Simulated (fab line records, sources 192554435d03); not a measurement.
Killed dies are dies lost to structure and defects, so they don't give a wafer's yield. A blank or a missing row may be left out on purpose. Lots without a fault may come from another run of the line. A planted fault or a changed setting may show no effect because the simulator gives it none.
fab line records | flow n5_finfet
record lots=3 wafers=9 last_day=17
route steps=1938 shown STI_FIN_REVEAL@189 DUMMY_GATE@212 BEOL_M4@1111 PASSIVATION@1936
lots that met no fault: from a run of the same line without faults
start_h: hours from the record's first day to the start of the lot's first wafer shown | wait_h: hours since the lot's step before | " the same as in the row above | L1.1+2: a row that stands for several wafers | - no value, or no start given | * or withheld: withheld | < > ~ a bound
route shown NAME@n: a module of which the file shows steps, and the number in the route of the first | usual: mean/standard deviation of fault-free wafers | same: alike in all rows | chamber/n: place in a boat | sites: the reading at each site | _std_site: their standard deviation | _edge_site: outer sites' mean less inner sites' | radius_mm: how far each site lies from the wafer's centre | mask NAME#n: copy n | behind: the tool/chamber that last shaped the wafer | hold: why the lot was held/for how many hours/how that ended | device: the transistor (n, p or np) that didn't switch | end of line: the same wafers' tests at the end of the route | a step without rows: its recipe alone | killed: dies lost to structure and defects at the first sort, not the wafer's yield | map: a wafer's dies, x killed, . not, _ none there
set.NAME: the setting as run; set.NAME@STEP: as run at that earlier step | model.NAME: the simulator's own value behind a step, which no gauge read
lots at some steps of the route; a table a step, a row a wafer
## steps
# step N5_STI_FIN_REVEAL_DENSIFY_30
# recipe temp_c=* time_s=* ambient=N2 idle_temp_c=600 ramp_up_c_per_s=150 ramp_down_c_per_s=60 cool_to_c=600
# step N5_STI_FIN_REVEAL_ETCHBACK_08
# recipe chemistry=C4F6/O2 target=SiO2 target_depth_a=305 time_s=10.167 ion_energy_ev=250 pressure_mtorr=30 source_w=345 bias_w=185 Ar_flow_sccm=300 C4F6_flow_sccm=10 O2_flow_sccm=10
# step N5_STI_FIN_REVEAL_STRIP_24
# recipe chemistry=N2/H2 time_s=90 power_w=100 temp_c=40 pressure_mtorr=100 rf_frequency_hz=6e+07 bias_power_w=3 n2_flow_sccm=300 h2_flow_sccm=300
# step N5_STI_FIN_REVEAL_PRECLEAN_25
# recipe chemistry=SPM time_s=90 temp_c=120 mix=4:1
# step N5_STI_FIN_REVEAL_PRECLEAN_26
# recipe chemistry=SC1 time_s=45 temp_c=46 mix=1:2:100
# step N5_STI_FIN_REVEAL_PRECLEAN_29
# recipe chemistry=DHF time_s=30 temp_c=25 dilution=300:1
# step N5_STI_FIN_REVEAL_SRD_12
# recipe time_s=30 temp_c=23 rinse_liquid=diw dry=ipa_marangoni
# step N5_STI_FIN_REVEAL_RECESS_09
# recipe chemistry=HF/NH3 target=SiO2 afs_cycles=11 target_depth_a=425 temp_c=30 sublimation_temp_c=180 sublimation_time_s=60
# step N5_STI_FIN_REVEAL_STRIP_16
# recipe chemistry=H3PO4 material=SiNx temp_c=165 target_depth_a=238 overetch_fraction=0.4964 dry=ipa_marangoni
# step N5_STI_FIN_REVEAL_PRECLEAN_17
# recipe chemistry=NF3:NH3 afs_cycles=1 temp_c=30 time_s=20 sublimation_temp_c=180 sublimation_time_s=60 pressure_torr=3 rf_power_w=30
# step N5_STI_FIN_REVEAL_ETCH_34
# recipe chemistry=H2 mode=isotropic material=Si target=Si target_depth_a=9.7 temp_c=20 pressure_mtorr=4.5 icp_w=300 bias_w=0 h2_flow_sccm=7.5 he_flow_sccm=142.5
# step N5_STI_FIN_REVEAL_OXIDATION_31
# recipe chemistry=O2_PLASMA_REMOTE temp_c=150 time_s=20 pressure_mtorr=1000 source_power_w=2000 o2_flow_sccm=3000
# usual drypump_motor_current_A=5.9/0.31 heater_power_w=149/14
# columns lot.wafer tool chamber start_h wait_h drypump_motor_current_A heater_power_w rf_hours_counter_h
L923.2 plasma_asher-02 1 69.31 0.0 5.8 131 85
L923.5 " 0 " " 6.3 156 -
L923.6 " 1 " " 5.8 133 -
L933.2 plasma_asher-02 1 125.79 0.0 5.8 132 96
L933.3 " 0 " " 6.3 159 -
L933.4 " 1 " " 5.8 131 -
L939.1 plasma_asher-01 1 162.27 0.0 5.5 147 53
L939.3 " 0 " " 6.0 169 -
L939.5 " 1 " " 5.4 145 -
# step N5_STI_FIN_REVEAL_PRECLEAN_32
# recipe chemistry=NF3:NH3 afs_cycles=1 temp_c=30 time_s=20 sublimation_temp_c=180 sublimation_time_s=60 pressure_torr=3 rf_power_w=30
# step N5_STI_FIN_REVEAL_STRIP_35
# recipe chemistry=H3PO4 material=Si3N4 temp_c=165 target_depth_a=40 time_s=39
# step N5_STI_FIN_REVEAL_SRD_21
# recipe dry=ipa_marangoni time_s=30 temp_c=23 rinse_liquid=diw
# step N5_STI_FIN_REVEAL_OXIDATION_33
# recipe chemistry=O2_PLASMA_REMOTE temp_c=150 time_s=20 pressure_mtorr=1000 source_power_w=2000 o2_flow_sccm=3000
# step N5_STI_FIN_REVEAL_CLEAN_19
# recipe chemistry=O3/DIW temp_c=25 time_s=120 o3_ppm=10
# step N5_STI_FIN_REVEAL_SRD_23
# recipe dry=ipa_marangoni time_s=30 temp_c=23 rinse_liquid=diw
# step N5_STI_FIN_REVEAL_CD_MEAS_22
# recipe target_cd_nm=6.238 pitch_nm=28 polarity=line
# usual cd_nm=6.28/0.26
# columns lot.wafer tool chamber start_h wait_h cd_nm
L923.2 cd_sem-02 - 69.83 0.0 6.07
L923.5 " - " " 6.46
L923.6 " - " " 5.90
L933.2 cd_sem-01 - 126.31 0.0 5.87
L933.3 " - " " 7.06
L933.4 " - " " 6.42
L939.1 cd_sem-01 - 162.78 0.0 6.66
L939.3 " - " " 6.31
L939.5 " - " " 6.29
# step N5_STI_FIN_REVEAL_PRECLEAN_18
# recipe chemistry=SC2 time_s=45 temp_c=35 mix=1:1:50
# step N5_STI_FIN_REVEAL_SRD_28
# recipe dry=ipa_marangoni time_s=30 temp_c=23 rinse_liquid=diw
# step N5_DUMMY_GATE_PRECLEAN_00
# recipe chemistry=O3/DIW time_s=60 temp_c=22 o3_ppm=10
# step N5_DUMMY_GATE_SRD_01
# recipe time_s=30 temp_c=23 rinse_liquid=diw dry=ipa_marangoni
# step N5_DUMMY_GATE_ALD_02
# recipe material=SiO2 target_thk_a=20 temp_c=300 ald_precursor_family=BDEAS ald_co_reactant=O2-plasma pulse_time_s=1 pressure_torr=2
# step N5_DUMMY_GATE_CVD_03
# recipe material=a-Si target_thk_a=1500 temp_c=530 precursor=SiH4 time_s=8042
# step N5_DUMMY_GATE_PRECLEAN_46
# recipe chemistry=DIW time_s=89.5 temp_c=23
# step N5_DUMMY_GATE_SRD_47
# recipe dry_time_s=32 dry=n2_spin spin_rpm=1500
# step N5_DUMMY_GATE_CMP_04
# recipe material=a-Si post_cmp_clean=alkaline_brush
# step N5_DUMMY_GATE_HM_DEP_06
# recipe material=SiNx target_thk_a=800 precursor=DCS/NH3 temp_c=700 pressure_mtorr=300 time_s=5141
# step N5_DUMMY_GATE_PECVD_30
# recipe material=SiO2 target_thk_a=550 temp_c=400 precursor=TEOS/O2 pressure_torr=6.5 rf_w=withheld teos_flow_sccm=withheld gas=O2 flow_sccm=2650 time_s=10.8
# step N5_DUMMY_GATE_COAT_34
# recipe resist=SOC temp_c=250 time_s=60 spin_rpm=1500 resist_thk_nm=60
# step N5_DUMMY_GATE_COAT_35
# recipe resist=SiARC temp_c=220 time_s=60 spin_rpm=1500 resist_thk_nm=10
# step N5_DUMMY_GATE_COAT_28
# recipe resist=underlayer temp_c=205 time_s=60 spin_rpm=1500 resist_thk_nm=10
# step N5_DUMMY_GATE_COAT_09
# recipe resist=CAR-EUV spin_rpm=1500 resist_thk_nm=30
# step N5_DUMMY_GATE_EBR_11
# recipe solvent=PGMEA ebr_width_mm=1.5
# step N5_DUMMY_GATE_SOFTBAKE_10
# recipe temp_c=110 time_s=60 resist=CAR-EUV
# step N5_DUMMY_GATE_EXPOSE_12
# recipe mask_id=GATE na=0.33 source_shape=annular sigma_inner=0.2 sigma_outer=0.6 polarization=unpolarized target_cd_nm=25 dose_mj=34
# step N5_DUMMY_GATE_PEB_13
# recipe peb_temp_c=100 peb_time_s=60 resist=CAR-EUV
# step N5_BEOL_M4_RC_MEAS_101
# usual DIBL_N=35.7/1.5 DIBL_P=35.7/2 IOFF_N=0.155/0.026 IOFF_N_85C=3.0/0.43 IOFF_N_LIN=0.072/0.0099 IOFF_N_LONG=5.53e-05/2.5e-06 IOFF_P=0.20/0.031 IOFF_P_85C=3.5/0.45 IOFF_P_LIN=0.096/0.012 ION_N=675/11 ION_P=462/7.1 SS_N=71.3/0.57 SS_P=73.1/0.56 VT_N=250/3 VT_N_LONG=275.1/2.2 VT_N_LVT=97/3.3 VT_P=-251/3 VT_P_LVT=-98.4/2.9
# columns lot.wafer tool chamber start_h wait_h DIBL_N[mV/V] DIBL_P[mV/V] IOFF_N[nA/um] IOFF_N_85C[nA/um] IOFF_N_LIN[nA/um] IOFF_N_LONG[nA/um] IOFF_P[nA/um] IOFF_P_85C[nA/um] IOFF_P_LIN[nA/um] ION_N[uA/um] ION_P[uA/um] SS_N[mV/dec] SS_P[mV/dec] VT_N[mV] VT_N_LONG[mV] VT_N_LVT[mV] VT_P[mV] VT_P_LVT[mV]
L923.2 prober-01 0 198.56 0.2 37.8 36.2 0.187 3.5 0.076 5.57e-05 0.20 3.5 0.096 659 448 72.3 73.6 249 279.9 97 -252 -97.7
L923.5 " 0 " " 35.0 35.7 0.163 3.1 0.075 5.51e-05 0.22 3.6 0.102 672 464 71.6 72.9 247 275.6 95 -250 -94.8
L923.6 " 0 " " 35.7 35.3 0.162 3.1 0.070 5.72e-05 0.19 3.3 0.093 672 451 71.3 73.2 250 277.3 97 -251 -99.3
L933.2 prober-02 0 260.55 0.2 35.9 36.7 0.149 2.9 0.069 5.61e-05 0.21 3.6 0.105 673 469 70.7 72.9 250 274.8 98 -248 -96.6
L933.3 " 0 " " 40.9 42.9 0.291 5.1 0.133 6.74e-05 0.35 5.6 0.171 701 481 71.8 73.6 238 267.4 86 -242 -88.5
L933.4 " 0 " " 36.7 37.1 0.163 3.1 0.074 5.67e-05 0.23 3.8 0.110 697 470 71.0 73.1 248 275.8 96 -248 -93.5
L939.1 prober-02 0 311.93 0.0 36.3 37.6 0.193 3.7 0.087 5.52e-05 0.26 4.3 0.117 693 474 71.5 73.7 245 272.9 93 -245 -95.2
L939.3 " 0 " " 35.5 35.5 0.161 3.2 0.076 5.61e-05 0.22 3.7 0.104 678 457 71.8 72.8 249 274.0 95 -248 -97.2
L939.5 " 0 " " 33.8 34.1 0.143 2.9 0.069 5.64e-05 0.20 3.4 0.095 677 466 70.8 72.3 250 272.7 98 -251 -99.0
# step N5_PASSIVATION_PROBE_49
# usual defect_limited_yield=91.4/1.5 killed_at_M0_to_M3=34/10 killed_at_M4_up=15/6 killed_at_contacts=12/6 killed_at_front_end=37/11 killed_at_other=3.3/2.8 killed_dies=101/18 killed_open=66/14 killed_short=33/7.8 sort_bin_4_leakage=0/0 sort_bin_5_function=5.0/0.97 sort_bin_6_memory=3.2/0.72 sort_n_pass=1079/18 sort_yield_pct=91.4/1.5
# same gross_dies=1180 killed_at_back_side=0 sort_bin_8_speed[%]=0
# columns lot.wafer tool chamber start_h wait_h defect_limited_yield[%] killed_at_M0_to_M3 killed_at_M4_up killed_at_contacts killed_at_front_end killed_at_other killed_dies killed_open killed_short sort_bin_4_leakage[%] sort_bin_5_function[%] sort_bin_6_memory[%] sort_n_pass sort_yield_pct[%]
L933.2 prober-02 - 369.42 0.1 89.9 37 25 25 30 2 119 89 30 0 6.2 3.6 1061 89.9
L933.3 prober-02 - 369.47 0.1 89.8 48 24 12 32 4 120 82 38 0.25 6.4 3.4 1057 89.6
L933.4 prober-02 - 369.52 0.2 90.9 29 24 13 38 3 107 74 32 0 5.3 3.5 1073 90.9
L939.1 prober-02 - 417.95 0.0 94.6 27 7 4 24 2 64 39 25 0 3.1 2.1 1116 94.6
L939.3 prober-02 - 418.05 0.1 91.9 38 11 4 38 5 96 61 35 0 5.0 2.9 1084 91.9
L939.5 prober-02 - 418.15 0.2 91.9 42 9 7 34 3 95 61 34 0 3.6 4.2 1085 91.9
# killed by level:class
L933.2 MOL_CONTACT_COAG:geometric_particle:open=17 BEOL_M0_SAQP:geometric_particle:open=15 BEOL_M4:geometric_particle:open=13 FIN_SAQP:geometric_particle:open=10 MOL_CONTACT_COAG:geometric_particle:short=8 BEOL_M3:geometric_particle:open=7 BEOL_M0_SAQP:geometric_particle:short=5 FIN_SAQP:geometric_particle:short=4
L933.3 BEOL_M0_SAQP:geometric_particle:open=12 BEOL_M4:geometric_particle:open=12 BEOL_M0_SAQP:geometric_particle:short=10 BEOL_M1:geometric_particle:open=10 MOL_CONTACT_COAG:geometric_particle:open=9 BEOL_M2:geometric_particle:open=8 BEOL_M5:geometric_particle:open=8 FIN_SAQP:geometric_particle:open=7
L933.4 BEOL_M4:geometric_particle:open=11 MOL_CONTACT_COAG:geometric_particle:open=10 GATE_CUT:geometric_particle:open=8 BEOL_M3:geometric_particle:open=8 STI_FIN_REVEAL:geometric_particle:open=7 BEOL_M0_SAQP:geometric_particle:open=7 STARTING-WAFER:geometric_particle:open=6 FIN_SAQP:geometric_particle:short=5
L939.1 DUMMY_GATE:geometric_particle:open=8 BEOL_M2:geometric_particle:open=7 BEOL_M0_SAQP:geometric_particle:short=6 BEOL_M0_SAQP:geometric_particle:open=5 STI_FIN_REVEAL:geometric_particle:open=4 FIN_SAQP:geometric_particle:short=3 MOL_CONTACT_COAG:geometric_particle:open=3 BEOL_M4:geometric_particle:open=3
L939.3 FIN_SAQP:geometric_particle:open=10 BEOL_M0_SAQP:geometric_particle:short=10 BEOL_M3:geometric_particle:open=7 BEOL_M0_SAQP:geometric_particle:open=6 BEOL_M4:geometric_particle:open=6 FIN_SAQP:geometric_particle:short=5 STARTING-WAFER:geometric_particle:open=5 STARTING-WAFER:geometric_particle:short=5
L939.5 BEOL_M0_SAQP:geometric_particle:short=10 FIN_SAQP:geometric_particle:open=8 BEOL_M0_SAQP:geometric_particle:open=8 BEOL_M2:geometric_particle:open=7 GATE_CUT:geometric_particle:open=6 BEOL_M4:geometric_particle:open=6 FIN_SAQP:geometric_particle:short=5 GATE_CUT:geometric_particle:short=5
# map L933.3 (x killed, . not)
_________________.....x......________________
______________xxx.............x._____________
___________x....x...........x.....x__________
__________...x...x.x.........x.x...._________
________...........x..........x......x_______
_______.........x.xx...................______
______..............x.................x._____
_____..........x.........x............x..____
____................x.............x.......___
___x......xx.............x..x..........xx..__
___..............x....x.x..................__
__.......x..............x..................._
__....x.....................x....x..x......._
_.............x..x.x................x.x......
_.....x...x.x.......x......................x.
_..x....x.......................x............
_....x.x.....x.......................x.......
_....x..........x......................x....x
_.x..x................x...........x.....x..x.
_.......x..x........x...............xx.......
_...x.x...............x..........x......x....
__xx..........x.....x..x...................x_
__........x....x......xx.........x...x......_
___...........................xx..xx...x...__
___.x...............x..x....xx.............__
____...xx........x....x...................___
_____x..xx...............................____
______..........x....................x.._____
_______................................______
________........x........x..........x._______
__________..........x......x........_________
___________.......x................__________
______________.............x...._____________
_________________...x...x....________________
# map L923.5 (x killed, . not)
_________________....x.x.....________________
______________.x.....x.x........_____________
___________.................x......__________
__________.x.........x.......x......_________
________.........................x...._______
_______..x.................xx..........______
______.............x...............x...._____
_____...x....................x..x.x......____
____..........x.......x......x.x..........___
___...........x...x.x............x.........__
___...................x....................__
__.....................x...................._
__............................xx............_
_..x....xx...x.........x.....x...............
_..x..........x.........x...........x..x.....
_......................xx...........x........
_...x.........x..............x....x....x.....
_..xx................x..........xx...........
_...x...x..x...x..................x.......x..
_..x...............x....x............x.......
_.........................x..................
__......................................x..._
__.....................................x...._
___.....................x...x..............__
___..x......x.......xx................x....__
____.x..x..................x.....x.x......___
_____.x....x........x...x.....x..........____
______............x..x.................._____
_______.....xx..x..x........x........x.______
________..................x...x.....x._______
__________....x...x................._________
___________..........x..........x..__________
______________...x..x..........._____________
_________________............________________
## key
first_sign step=N5_STI_FIN_REVEAL_CD_MEAS_22 reading=cd_nm direction=up sigmas=3 usual=6.28 struck=7.06
effect step=N5_BEOL_M4_RC_MEAS_101 reading=IOFF_P_LIN direction=up sigmas=6.4 usual=0.096 struck=0.171
effect step=N5_BEOL_M4_RC_MEAS_101 reading=IOFF_N_LIN direction=up sigmas=6.2 usual=0.072 struck=0.133
effect step=N5_BEOL_M4_RC_MEAS_101 reading=IOFF_N direction=up sigmas=5.2 usual=0.155 struck=0.291
effect step=N5_BEOL_M4_RC_MEAS_101 reading=IOFF_N_85C direction=up sigmas=4.8 usual=3.0 struck=5.1
effect step=N5_BEOL_M4_RC_MEAS_101 reading=IOFF_N_LONG direction=up sigmas=4.8 usual=5.53e-05 struck=6.74e-05
effect step=N5_BEOL_M4_RC_MEAS_101 reading=IOFF_P direction=up sigmas=4.7 usual=0.20 struck=0.35
effect step=N5_BEOL_M4_RC_MEAS_101 reading=IOFF_P_85C direction=up sigmas=4.5 usual=3.5 struck=5.6
effect step=N5_BEOL_M4_RC_MEAS_101 reading=VT_N direction=down sigmas=3.8 usual=250 struck=238
effect step=N5_BEOL_M4_RC_MEAS_101 reading=DIBL_P direction=up sigmas=3.7 usual=35.7 struck=42.9
effect step=N5_BEOL_M4_RC_MEAS_101 reading=VT_N_LVT direction=down sigmas=3.5 usual=97 struck=86
effect step=N5_BEOL_M4_RC_MEAS_101 reading=VT_N_LONG direction=down sigmas=3.5 usual=275.1 struck=267.4
effect step=N5_BEOL_M4_RC_MEAS_101 reading=VT_P_LVT direction=up sigmas=3.4 usual=-98.4 struck=-88.5
effect step=N5_PASSIVATION_PROBE_49 reading=sort_bin_4_leakage direction=up sigmas=3 usual=0 struck=0.25
met_at N5_STI_FIN_REVEAL_OXIDATION_31
struck_wafers L933.3
onset_between 69.31 125.79
fault kind=process_parameter_drift tool=plasma_asher-02 chamber=0 onset_h=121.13 steps=N5_STI_FIN_REVEAL_OXIDATION_31 channel=time_s offset=* shape=step acts_in=* stated=*
